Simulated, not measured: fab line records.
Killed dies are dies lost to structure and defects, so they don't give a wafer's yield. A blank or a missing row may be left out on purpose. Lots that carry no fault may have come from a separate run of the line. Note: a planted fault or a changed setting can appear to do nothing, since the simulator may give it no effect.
fab line records -- flow n5Finfet
record lots=7, wafers=39
route steps=1938 shown BEOL_M8@1348 BEOL_M9@1460 BEOL_M15@1809 MIM_BOT_ETCH@1868
startH: start of the lot's first displayed wafer, in hours after the record's first day -- waitH: hours elapsed since this lot's preceding step -- " same as the row above -- L1.1+2: a row that stands for several wafers -- - value missing, or start not given -- * or withheld: withheld -- < > ~ a bound
route shown NAME@n: names a module that has steps shown in the file, with the first one's number in the route -- usual: mean and standard deviation over wafers with no fault -- same: alike in all rows -- chamber/n: place in a boat -- sites: readings site by site -- _std_site: how widely they spread, as a standard deviation -- _edge_site: outer sites' mean less inner sites' -- radiusMm: how far each site lies from the wafer's centre -- mask NAME#n: copy n -- behind: the tool/chamber that last shaped the wafer -- hold: the reason the lot was held/the length of the hold in hours/how it ended -- device: transistor that didn't switch, given as n, p or np -- end of line: at the end of the route, the tests of the same wafers -- for a step that has no rows: nothing shown but its recipe -- killed: dies lost to structure and defects at the first sort, not the wafer's yield -- map: a wafer's dies, x killed, . not, _ none there
set.NAME: the setting as run; set.NAME@STEP: as run at that earlier step -- model.NAME: the simulator's own value behind a step, which no gauge read
lots with deliberately changed settings; one table per step, one row per wafer
## steps
# step N5_BEOL_M8_DESCUM_16
# recipe chemistry=O2, timeS=7.9, sourcePowerW=50, biasPowerW=20, pressureMtorr=20, rfFrequencyHz=2.712e+07, tempC=40, resist=CAR-ArF, o2FlowSccm=225
lot.wafer,tool,chamber,startH,waitH,set.timeS,model.CAR-ArF_of_BEOL_M8_COAT_05.thkNm
L076.1,rieDiel-06,1,219.33,0.4,7.9,83.2
L076.2+3,rieDiel-06,"0,3",219.33,0.4,11.08,81.6
L076.4+5,rieDiel-06,"2,1",219.33,0.4,7.9,83.4
L076.6,rieDiel-06,2,219.33,0.4,11.08,81.4
L078.1+5,rieDiel-01,"0,2",229.93,0.1,7.9,83.8
L078.2+3,rieDiel-01,"2,3",229.93,0.1,4.167,86.2
L078.4,rieDiel-01,1,229.93,0.1,4.167,86
L078.6,rieDiel-01,1,229.93,0.1,7.9,84
L080.1+2+4,rieDiel-06,"3,2,0",242.76,0.8,7.9,83.6
L081.1+2+6,rieDiel-01,"0,1,1",248.42,0.2,7.9,83.4
L081.3+4,rieDiel-01,3,248.42,0.2,7.9,83.2
L081.5,rieDiel-01,0,248.42,0.2,7.9,83
L083.1+3+5,rieDiel-06,"1,0,1",263.52,0.5,7.9,83.8
L083.2+6,rieDiel-06,"3,0",263.52,0.5,12.29,81.2
L083.4,rieDiel-06,2,263.52,0.5,12.29,80.8
L090.1+6,rieDiel-02,"2,1",297.00,0.0,7.9,83
L090.2+3+4+5,rieDiel-02,"3,1,0,0",297.00,0.0,7.9,83.2
L096.1+2+3+5,rieDiel-02,"0,1,3,3",332.36,0.0,7.9,83.4
L096.4,rieDiel-02,2,332.36,0.0,7.9,83.2
L096.6,rieDiel-02,2,332.36,0.0,7.9,83.6
# step N5_BEOL_M8_ETCH_61
# recipe chemistry=CF4, target=SiARC, targetDepthA=455, maskMaterial=CAR-ArF, timeS=75.8, ionEnergyEv=80, pressureMtorr=40, sourceW=545, biasW=36, Ar_flow_sccm=100, cf4FlowSccm=100, ends=cleared
lot.wafer,tool,chamber,startH,waitH,set.timeS@BEOL_M8_DESCUM_16,model.CAR-ArF_of_BEOL_M8_COAT_05.thkNm
L076.1,rieDiel-06,1,219.37,0.0,7.9,50.6
L076.2+3,rieDiel-06,"0,3",219.37,0.0,11.08,49
L076.4+5,rieDiel-06,"2,1",219.37,0.0,7.9,50.8
L076.6,rieDiel-06,2,219.37,0.0,11.08,48.8
L078.1,rieDiel-01,0,229.97,0.0,7.9,51
L078.2+3+4,rieDiel-01,"2,3,1",229.97,0.0,4.167,53.4
L078.5+6,rieDiel-01,"2,1",229.97,0.0,7.9,51.2
L080.1+2+4,rieDiel-06,"3,2,0",242.79,0.0,7.9,51
L081.1+6,rieDiel-01,"0,1",248.45,0.0,7.9,51
L081.2+4,rieDiel-01,"1,3",248.45,0.0,7.9,50.8
L081.3+5,rieDiel-01,"3,0",248.45,0.0,7.9,50.6
L083.1+3,rieDiel-06,"1,0",263.55,0.0,7.9,51.2
L083.2+6,rieDiel-06,"3,0",263.55,0.0,12.29,48.6
L083.4,rieDiel-06,2,263.55,0.0,12.29,48.2
L083.5,rieDiel-06,1,263.55,0.0,7.9,51
L090.1,rieDiel-02,2,297.03,0.0,7.9,50.4
L090.2+3+4+5,rieDiel-02,"3,1,0,0",297.03,0.0,7.9,50.6
L090.6,rieDiel-02,1,297.03,0.0,7.9,50.2
L096.1+2+3+5,rieDiel-02,"0,1,3,3",332.39,0.0,7.9,50.8
L096.4,rieDiel-02,2,332.39,0.0,7.9,50.6
L096.6,rieDiel-02,2,332.39,0.0,7.9,51.2
# step N5_BEOL_M9_CVD_78
# recipe material=Co, targetThkA=20, tempC=withheld, precursor=CCTBA/H2, pressureTorr=30, timeS=138.9
lot.wafer,tool,chamber,startH,waitH,set.targetThkA,model.Co_of_BEOL_M9_CVD_78.thkNm
L076.1+4+6,cvdCo-02,"2,0,1",230.76,0.3,20,2.2
L076.2+3+5,cvdCo-02,"1,0,2",230.76,0.3,26.29,2.8
L078.1+4,cvdCo-01,"1,0",240.02,0.2,9.59,1
L078.2+3+5,cvdCo-01,"2,0,1",240.02,0.2,20,2
L078.6,cvdCo-01,2,240.02,0.2,9.59,0.8
L080.1+2+4,cvdCo-01,"2,0,2",255.02,0.3,20,2
L081.1+3,cvdCo-02,"2,0",259.10,0.0,8.027,0.8
L081.2+4+6,cvdCo-02,"1,2,0",259.10,0.0,20,2
L081.5,cvdCo-02,1,259.10,0.0,8.027,1
L083.1+3+6,cvdCo-02,"1,0,2",277.05,0.1,20,2.2
L083.2+5,cvdCo-02,"2,0",277.05,0.1,25.71,2.8
L083.4,cvdCo-02,1,277.05,0.1,25.71,2.6
L090.1+5,cvdCo-01,1,308.22,0.0,12.36,1.4
L090.2+4,cvdCo-01,0,308.22,0.0,20,2.2
L090.3,cvdCo-01,2,308.22,0.0,20,2
L090.6,cvdCo-01,2,308.22,0.0,12.36,1.2
L096.1+2+3+4+5+6,cvdCo-01,"2,0,0,2,2,0",344.35,0.1,20,2
# step N5_BEOL_M15_TRENCH_ETCH_34
# recipe chemistry=C4F8/O2/Ar, target=SiO2, targetDepthA=8729.3, heInnerTorr=15, heOuterTorr=30, timeS=199, ionEnergyEv=800, pressureMtorr=20, sourceW=1905, biasW=2040, Ar_flow_sccm=400, C4F8_flow_sccm=16, O2_flow_sccm=12
lot.wafer,tool,chamber,startH,waitH,set.targetDepthA,model.etch.depthNm,model.coat_of_BEOL_M15_COAT_22.thkNm,model.BEOL_M15.cdNm
L076.1,rieDiel-05,0,268.89,0.0,11620,1171,479.4,401.6
L076.2,rieDiel-05,1,268.89,0.0,11620,1177,485,400.4
L076.3,rieDiel-05,2,268.89,0.0,11620,1144,484.8,401.4
L076.4,rieDiel-05,2,268.89,0.0,8729.3,861.2,543,398.2
L076.5,rieDiel-05,0,268.89,0.0,8729.3,881.6,537,399.6
L076.6,rieDiel-05,1,268.89,0.0,8729.3,881.4,541,397.8
L078.1,rieDiel-05,1,278.15,0.0,8729.3,884.2,541.4,399
L078.2,rieDiel-05,2,278.15,0.0,8729.3,868.4,544.6,398.4
L078.3,rieDiel-05,3,278.15,0.0,5595,551.4,607.8,395.6
L078.4,rieDiel-05,0,278.15,0.0,5595,571.3,604,396
L078.5,rieDiel-05,2,278.15,0.0,8729.3,874.6,540.2,398.2
L078.6,rieDiel-05,3,278.15,0.0,5595,559.7,607.6,395.2
L080.1,rieDiel-05,1,294.79,0.0,8729.3,894.9,536.6,399.6
L080.2,rieDiel-05,2,294.79,0.0,8729.3,875.7,541.6,397.6
L080.4,rieDiel-05,0,294.79,0.0,8729.3,892.1,539.2,398.4
L081.1,rieDiel-05,1,297.08,0.0,8729.3,893.9,536.2,401.2
L081.2,rieDiel-05,3,297.08,0.0,8729.3,877.4,540.6,401
L081.3,rieDiel-05,2,297.08,0.0,8729.3,872.1,541,400.2
L081.4,rieDiel-05,0,297.08,0.0,8729.3,894.5,535.4,401.2
L081.5,rieDiel-05,3,297.08,0.0,8729.3,877.1,541,400.4
L081.6,rieDiel-05,0,297.08,0.0,8729.3,894.9,536.4,401
L083.1,rieDiel-05,1,313.80,0.0,8729.3,880.6,546.8,398.2
L083.2,rieDiel-05,0,313.80,0.0,8729.3,885.8,540.4,399.6
L083.3,rieDiel-05,2,313.80,0.0,8729.3,883.1,545.6,398.6
L083.4,rieDiel-05,3,313.80,0.0,8729.3,867.7,544.2,397.8
L083.5,rieDiel-05,0,313.80,0.0,8729.3,881.2,543.4,399.2
L083.6,rieDiel-05,1,313.80,0.0,8729.3,892.3,546.2,399
L090.1,rieDiel-03,1,344.97,0.0,8729.3,850.8,548,402.2
L090.2,rieDiel-03,3,344.97,0.0,12900,1292,459.4,404.8
L090.3,rieDiel-03,2,344.97,0.0,12900,1259,469.4,404.4
L090.4,rieDiel-03,0,344.97,0.0,8729.3,851.2,550.4,400.8
L090.5,rieDiel-03,2,344.97,0.0,8729.3,862.1,548.2,399.6
L090.6,rieDiel-03,3,344.97,0.0,12900,1295,459.4,404.2
L096.1,rieDiel-03,1,384.22,0.0,5744,572.1,601.2,396.2
L096.2,rieDiel-03,3,384.22,0.0,8729.3,881.5,540.8,400.6
L096.3,rieDiel-03,2,384.22,0.0,8729.3,869,544,397.8
L096.4,rieDiel-03,0,384.22,0.0,8729.3,870.8,541.6,399.4
L096.5,rieDiel-03,2,384.22,0.0,5744,567.1,603.2,396.2
L096.6,rieDiel-03,1,384.22,0.0,5744,571.3,598,397
# step N5_BEOL_M15_STRIP_36
# recipe chemistry=O2, powerW=600, tempC=60, pressureMtorr=30, rfFrequencyHz=6e+07, biasPowerW=0, overashFraction=0.3, o2FlowSccm=225
# step N5_BEOL_M15_STRIP_62
# recipe chemistry=O2, powerW=600, tempC=60, pressureMtorr=30, rfFrequencyHz=6e+07, biasPowerW=0, overashFraction=0.3, o2FlowSccm=225
# step N5_BEOL_M15_STRIP_37
# recipe chemistry=O2, powerW=600, tempC=60, pressureMtorr=30, rfFrequencyHz=6e+07, biasPowerW=0, overashFraction=0.3, o2FlowSccm=225
# step N5_BEOL_M15_ETCH_38
# recipe chemistry=CF4/N2, target=SiCN, targetDepthA=1064, taperDeg=2, timeS=120.5, ionEnergyEv=150, maskMaterial=SiO2, pressureMtorr=40, sourceW=430, biasW=70, Ar_flow_sccm=100, cf4FlowSccm=60, n2FlowSccm=60
lot.wafer,tool,chamber,startH,waitH,set.targetDepthA@BEOL_M15_TRENCH_ETCH_34,model.BEOL_M15.cdNm
L076.1,rieDiel-04,0,-,-,11620,401.6
L076.2,rieDiel-04,2,-,-,11620,400.2
L076.3,rieDiel-04,3,-,-,11620,401.4
L076.4,rieDiel-04,1,-,-,8729.3,398.2
L076.5,rieDiel-04,2,-,-,8729.3,399.6
L076.6,rieDiel-04,3,-,-,8729.3,397.8
L078.1,rieDiel-05,2,-,-,8729.3,398.8
L078.2,rieDiel-05,0,-,-,8729.3,398.6
L078.3,rieDiel-05,1,-,-,5595,395.6
L078.4,rieDiel-05,3,-,-,5595,396.2
L078.5,rieDiel-05,1,-,-,8729.3,398.4
L078.6,rieDiel-05,2,-,-,5595,395.2
L080.1,rieDiel-03,2,-,-,8729.3,399.6
L080.2,rieDiel-03,0,-,-,8729.3,397.6
L080.4,rieDiel-03,1,-,-,8729.3,398.2
L081.1,rieDiel-03,0,-,-,8729.3,401.2
L081.2+4+6,rieDiel-03,"1,3,2",-,-,8729.3,401
L081.3,rieDiel-03,2,-,-,8729.3,400.2
L081.5,rieDiel-03,3,-,-,8729.3,400.4
L083.1,rieDiel-05,2,-,-,8729.3,398.2
L083.2,rieDiel-05,0,-,-,8729.3,399.8
L083.3,rieDiel-05,3,-,-,8729.3,398.6
L083.4,rieDiel-05,1,-,-,8729.3,398
L083.5+6,rieDiel-05,"2,1",-,-,8729.3,399
L090.1,rieDiel-03,3,-,-,8729.3,402
L090.2,rieDiel-03,0,-,-,12900,404.8
L090.3+6,rieDiel-03,"1,2",-,-,12900,404.2
L090.4,rieDiel-03,2,-,-,8729.3,400.8
L090.5,rieDiel-03,3,-,-,8729.3,399.6
L096.1+5,rieDiel-03,"1,3",-,-,5744,396.4
L096.2,rieDiel-03,2,-,-,8729.3,400.6
L096.3,rieDiel-03,0,-,-,8729.3,397.8
L096.4,rieDiel-03,3,-,-,8729.3,399.4
L096.6,rieDiel-03,0,-,-,5744,397
# step N5_BEOL_M15_PRECLEAN_39
# recipe chemistry=residueRemover, timeS=60, tempC=40
# step N5_BEOL_M15_SRD_40
# recipe timeS=30, tempC=23, rinseLiquid=diw, dry=n2Spin, spinRpm=1500, dryTimeS=30
# step N5_BEOL_M15_ECD_47
# recipe material=Cu, targetThkA=18600
# step N5_BEOL_M15_ANNEAL_48
# recipe tempC=225, timeS=90, ambient=N2
# step N5_BEOL_M15_CMP_49
# recipe stopOn=SiO2, tOverpolishS=4.9, downForcePsi=2, platenRpm=80, clearingPlatenDownForcePsi=2, clearingPlatenRpm=80, postCmpClean=cuAlkaline, targetThkNm=850, clearingPlatenPadVelocityMS=1.5917, padVelocityMS=1.5917
lot.wafer,tool,chamber,startH,waitH,set.targetDepthA@BEOL_M15_TRENCH_ETCH_34,model.Cu_of_BEOL_M15_ECD_47.thkNm
L076.3,cmp-01,3,270.83,0.2,11620,1120
L076.1,cmp-01,0,270.83,0.2,11620,1147
L076.4,cmp-01,1,270.83,0.2,8729.3,836.8
L076.2,cmp-01,2,270.83,0.2,11620,1154
L076.5,cmp-01,3,270.83,0.2,8729.3,857.4
L076.6,cmp-01,0,270.83,0.2,8729.3,857.8
L078.3,cmp-02,2,280.66,0.2,5595,527.6
L078.2,cmp-02,3,280.66,0.2,8729.3,846
L078.1,cmp-02,0,280.66,0.2,8729.3,861.8
L078.4,cmp-02,1,280.66,0.2,5595,547.6
L078.5,cmp-02,2,280.66,0.2,8729.3,852
L078.6,cmp-02,3,280.66,0.2,5595,536.4
L080.1,cmp-01,1,298.36,0.3,8729.3,873.2
L080.4,cmp-01,2,298.36,0.3,8729.3,871.6
L080.2,cmp-01,3,298.36,0.3,8729.3,854.6
L081.1,cmp-03,2,298.86,0.3,8729.3,871.4
L081.2,cmp-03,3,298.86,0.3,8729.3,854.8
L081.4,cmp-03,0,298.86,0.3,8729.3,872
L081.3,cmp-03,1,298.86,0.3,8729.3,849.6
L081.6,cmp-03,2,298.86,0.3,8729.3,871.8
L081.5,cmp-03,3,298.86,0.3,8729.3,855.8
L083.3,cmp-02,0,316.40,0.2,8729.3,859.4
L083.1,cmp-02,1,316.40,0.2,8729.3,857.4
L083.4,cmp-02,2,316.40,0.2,8729.3,844
L083.2,cmp-02,3,316.40,0.2,8729.3,862.8
L083.6,cmp-02,0,316.40,0.2,8729.3,869.4
L083.5,cmp-02,1,316.40,0.2,8729.3,858
L090.4,cmp-01,2,346.50,0.1,8729.3,830
L090.3,cmp-01,3,346.50,0.1,12900,1238
L090.1,cmp-01,0,346.50,0.1,8729.3,829.4
L090.2,cmp-01,1,346.50,0.1,12900,1269
L090.5,cmp-01,2,346.50,0.1,8729.3,841.2
L090.6,cmp-01,3,346.50,0.1,12900,1273
L096.2,cmp-03,1,387.44,0.2,8729.3,858.2
L096.3,cmp-03,2,387.44,0.2,8729.3,845.8
L096.4,cmp-03,3,387.44,0.2,8729.3,848.4
L096.1,cmp-03,0,387.44,0.2,5744,549.6
L096.5,cmp-03,1,387.44,0.2,5744,544
L096.6,cmp-03,2,387.44,0.2,5744,547.2
# step N5_BEOL_M15_THK_MEAS_50
# recipe thkMeasGauge=xrf, reads=Cu_of_BEOL_M15_ECD_47
# usual M15_THK=846/13
lot.wafer,tool,chamber,startH,waitH,set.targetDepthA@BEOL_M15_TRENCH_ETCH_34,M15_THK[nm]
L076.1,filmMetro-01,-,271.12,-,11620,1142
L076.2,filmMetro-01,-,271.12,-,11620,1153
L076.3,filmMetro-01,-,271.12,-,11620,1117
L076.4,filmMetro-01,-,271.12,-,8729.3,837
L076.5,filmMetro-01,-,271.12,-,8729.3,856
L076.6,filmMetro-01,-,271.12,-,8729.3,853
L078.1,filmMetro-02,-,280.96,-,8729.3,853
L078.2,filmMetro-02,-,280.96,-,8729.3,838
L078.3,filmMetro-02,-,280.96,-,5595,521
L078.4,filmMetro-02,-,280.96,-,5595,543
L078.5,filmMetro-02,-,280.96,-,8729.3,842
L078.6,filmMetro-02,-,280.96,-,5595,530
L080.1,filmMetro-02,-,298.65,-,8729.3,868
L080.2,filmMetro-02,-,298.65,-,8729.3,849
L080.4,filmMetro-02,-,298.65,-,8729.3,868
L081.1,filmMetro-02,-,299.15,-,8729.3,867
L081.2,filmMetro-02,-,299.15,-,8729.3,852
L081.3,filmMetro-02,-,299.15,-,8729.3,846
L081.4,filmMetro-02,-,299.15,-,8729.3,868
L081.5,filmMetro-02,-,299.15,-,8729.3,853
L081.6,filmMetro-02,-,299.15,-,8729.3,868
L083.1,filmMetro-02,-,316.69,-,8729.3,857
L083.2,filmMetro-02,-,316.69,-,8729.3,862
L083.3,filmMetro-02,-,316.69,-,8729.3,861
L083.4,filmMetro-02,-,316.69,-,8729.3,844
L083.5,filmMetro-02,-,316.69,-,8729.3,859
L083.6,filmMetro-02,-,316.69,-,8729.3,869
L090.1,filmMetro-02,-,346.80,-,8729.3,827
L090.2,filmMetro-02,-,346.80,-,12900,1262
L090.3,filmMetro-02,-,346.80,-,12900,1234
L090.4,filmMetro-02,-,346.80,-,8729.3,828
L090.5,filmMetro-02,-,346.80,-,8729.3,838
L090.6,filmMetro-02,-,346.80,-,12900,1280
L096.1,filmMetro-01,-,387.74,-,5744,546
L096.2,filmMetro-01,-,387.74,-,8729.3,853
L096.3,filmMetro-01,-,387.74,-,8729.3,840
L096.4,filmMetro-01,-,387.74,-,8729.3,844
L096.5,filmMetro-01,-,387.74,-,5744,538
L096.6,filmMetro-01,-,387.74,-,5744,543
# step N5_BEOL_M15_PRE_CLEAN_52
# recipe gas=NH3, timeS=15, tempC=withheld, rfPowerW=300
# step N5_BEOL_M15_DEP_53
# recipe material=SiCN, targetThkA=500, tempC=withheld, precursor=3MS/NH3, pressureTorr=3, rfW=675, timeS=17.8
# step N5_BEOL_M15_RS_MEAS_54
# recipe thkMeasGauge=four-point-probe, reads=Cu_of_BEOL_M15_ECD_47+Ta_of_BEOL_M15_SPUTTER_44+TaN_of_BEOL_M15_SPUTTER_43
# usual M15_RS=0.0216/0.00033
lot.wafer,tool,chamber,startH,waitH,set.targetDepthA@BEOL_M15_TRENCH_ETCH_34,M15_RS[ohm/sq]
L076.1,filmMetro-01,-,271.25,0.0,11620,0.0159
L076.2,filmMetro-01,-,271.25,0.0,11620,0.0158
L076.3,filmMetro-01,-,271.25,0.0,11620,0.0163
L076.4,filmMetro-01,-,271.25,0.0,8729.3,0.0219
L076.5,filmMetro-01,-,271.25,0.0,8729.3,0.0214
L076.6,filmMetro-01,-,271.25,0.0,8729.3,0.0214
L078.1,filmMetro-02,-,281.09,0.0,8729.3,0.0213
L078.2,filmMetro-02,-,281.09,0.0,8729.3,0.0217
L078.3,filmMetro-02,-,281.09,0.0,5595,0.0351
L078.4,filmMetro-02,-,281.09,0.0,5595,0.0338
L078.5,filmMetro-02,-,281.09,0.0,8729.3,0.0215
L078.6,filmMetro-02,-,281.09,0.0,5595,0.0344
L080.1,filmMetro-02,-,298.78,0.0,8729.3,0.0210
L080.2,filmMetro-02,-,298.78,0.0,8729.3,0.0214
L080.4,filmMetro-02,-,298.78,0.0,8729.3,0.0210
L081.1,filmMetro-02,-,299.29,0.0,8729.3,0.0210
L081.2,filmMetro-02,-,299.29,0.0,8729.3,0.0214
L081.3,filmMetro-02,-,299.29,0.0,8729.3,0.0216
L081.4,filmMetro-02,-,299.29,0.0,8729.3,0.0210
L081.5,filmMetro-02,-,299.29,0.0,8729.3,0.0214
L081.6,filmMetro-02,-,299.29,0.0,8729.3,0.0210
L083.1,filmMetro-02,-,316.82,0.0,8729.3,0.0214
L083.2,filmMetro-02,-,316.82,0.0,8729.3,0.0212
L083.3,filmMetro-02,-,316.82,0.0,8729.3,0.0213
L083.4,filmMetro-02,-,316.82,0.0,8729.3,0.0218
L083.5,filmMetro-02,-,316.82,0.0,8729.3,0.0214
L083.6,filmMetro-02,-,316.82,0.0,8729.3,0.0211
L090.1,filmMetro-01,-,346.93,0.0,8729.3,0.0222
L090.2,filmMetro-01,-,346.93,0.0,12900,0.0144
L090.3,filmMetro-01,-,346.93,0.0,12900,0.0148
L090.4,filmMetro-01,-,346.93,0.0,8729.3,0.0222
L090.5,filmMetro-01,-,346.93,0.0,8729.3,0.0218
L090.6,filmMetro-01,-,346.93,0.0,12900,0.0143
L096.1,filmMetro-01,-,387.87,0.0,5744,0.0337
L096.2,filmMetro-01,-,387.87,0.0,8729.3,0.0214
L096.3,filmMetro-01,-,387.87,0.0,8729.3,0.0217
L096.4,filmMetro-01,-,387.87,0.0,8729.3,0.0217
L096.5,filmMetro-01,-,387.87,0.0,5744,0.0341
L096.6,filmMetro-01,-,387.87,0.0,5744,0.0338
# step N5_MIM_BOT_ETCH_ETCH_00
# recipe chemistry=Cl2/BCl3, target=TiN, targetDepthA=455, ionEnergyEv=150, pressureMtorr=10, icpW=1000, biasW=126, Cl2_flow_sccm=53.25, bcl3FlowSccm=21.75, Ar_flow_sccm=25
lot.wafer,tool,chamber,startH,waitH,set.targetDepthA,model.etch.depthNm,model.MIM_BOT_ETCH.cdOffsetNm
L076.1,rieMetal-01,0,275.90,0.1,455,45.83,0.8
L076.2,rieMetal-01,1,275.90,0.1,614.5,61.59,-0.8
L076.3,rieMetal-01,1,275.90,0.1,455,45.03,-0.2
L076.4,rieMetal-01,0,275.90,0.1,614.5,61.49,-0.4
L076.5,rieMetal-01,0,275.90,0.1,614.5,61.89,-0.6
L076.6,rieMetal-01,1,275.90,0.1,455,45.09,-0.2
L078.1,rieMetal-01,1,285.02,0.1,655.9,64.9,-1.2
L078.2,rieMetal-01,0,285.02,0.1,655.9,65.6,-0.6
L078.3,rieMetal-01,0,285.02,0.1,455,45.76,0.2
L078.4,rieMetal-01,1,285.02,0.1,655.9,64.55,-1.4
L078.5,rieMetal-01,1,285.02,0.1,455,44.66,0
L078.6,rieMetal-01,0,285.02,0.1,455,45.78,0.2
L080.1,rieMetal-01,1,302.97,0.1,455,44.85,-0.2
L080.2,rieMetal-01,0,302.97,0.1,455,45.9,0.2
L080.4,rieMetal-01,1,302.97,0.1,455,44.61,0
L081.1,rieMetal-02,0,303.36,0.1,455,47.03,0
L081.2,rieMetal-02,1,303.36,0.1,455,46.53,-0.2
L081.3,rieMetal-02,1,303.36,0.1,455,46.03,0
L081.4,rieMetal-02,0,303.36,0.1,455,47.17,0
L081.5,rieMetal-02,1,303.36,0.1,455,46.62,0
L081.6,rieMetal-02,0,303.36,0.1,455,46.87,-0.2
L083.1,rieMetal-03,0,320.48,0.1,202.1,20.68,1.4
L083.2,rieMetal-03,1,320.48,0.1,455,45,-0.2
L083.3,rieMetal-03,1,320.48,0.1,455,45.48,0
L083.4,rieMetal-03,0,320.48,0.1,202.1,20.7,1.6
L083.5,rieMetal-03,0,320.48,0.1,202.1,20.64,1.4
L083.6,rieMetal-03,1,320.48,0.1,455,45.12,-0.2
L090.1,rieMetal-01,0,353.74,0.1,455,45.79,0.2
L090.2,rieMetal-01,1,353.74,0.1,604.6,60.09,-0.6
L090.3,rieMetal-01,0,353.74,0.1,455,46,0.8
L090.4,rieMetal-01,1,353.74,0.1,604.6,60.73,-1
L090.5,rieMetal-01,0,353.74,0.1,455,45.91,0.4
L090.6,rieMetal-01,1,353.74,0.1,604.6,60.95,-0.6
L096.1,rieMetal-02,1,391.81,0.1,455,46.55,0
L096.2,rieMetal-02,0,391.81,0.1,455,46.7,0.2
L096.3,rieMetal-02,0,391.81,0.1,455,46.72,0.2
L096.4,rieMetal-02,1,391.81,0.1,455,46.01,0.4
L096.5,rieMetal-02,1,391.81,0.1,455,46.58,0.4
L096.6,rieMetal-02,0,391.81,0.1,455,47.33,0.4
## key
split step=N5_BEOL_M8_DESCUM_16, setting=timeS, stated=7.9, by=wafer
response step=N5_BEOL_M8_DESCUM_16, reading=model.CAR-ArF_of_BEOL_M8_COAT_05.thkNm, change=-0.0478, per=1%, r=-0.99
response step=N5_BEOL_M8_ETCH_61, reading=model.CAR-ArF_of_BEOL_M8_COAT_05.thkNm, change=-0.0472, per=1%, r=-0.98
split step=N5_BEOL_M9_CVD_78, setting=targetThkA, stated=20, by=wafer
response step=N5_BEOL_M9_CVD_78, reading=model.Co_of_BEOL_M9_CVD_78.thkNm, change=+0.0197, per=1%, r=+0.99
split step=N5_BEOL_M15_TRENCH_ETCH_34, setting=targetDepthA, stated=8729.3, by=wafer
response step=N5_BEOL_M15_TRENCH_ETCH_34, reading=model.etch.depthNm, change=+8.85, per=1%, r=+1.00
response step=N5_BEOL_M15_TRENCH_ETCH_34, reading=model.coat_of_BEOL_M15_COAT_22.thkNm, change=-1.77, per=1%, r=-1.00
response step=N5_BEOL_M15_TRENCH_ETCH_34, reading=model.BEOL_M15.cdNm, change=+0.0787, per=1%, r=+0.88
response step=N5_BEOL_M15_ETCH_38, reading=model.BEOL_M15.cdNm, change=+0.0775, per=1%, r=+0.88
response step=N5_BEOL_M15_CMP_49, reading=model.Cu_of_BEOL_M15_ECD_47.thkNm, change=+8.86, per=1%, r=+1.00
response step=N5_BEOL_M15_THK_MEAS_50, reading=M15_THK, change=+8.84, per=1%, r=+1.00
response step=N5_BEOL_M15_RS_MEAS_54, reading=M15_RS, change=-0.000245, per=1%, r=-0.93
split step=N5_MIM_BOT_ETCH_ETCH_00, setting=targetDepthA, stated=455, by=wafer
response step=N5_MIM_BOT_ETCH_ETCH_00, reading=model.etch.depthNm, change=+0.447, per=1%, r=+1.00
response step=N5_MIM_BOT_ETCH_ETCH_00, reading=model.MIM_BOT_ETCH.cdOffsetNm, change=-0.0282, per=1%, r=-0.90
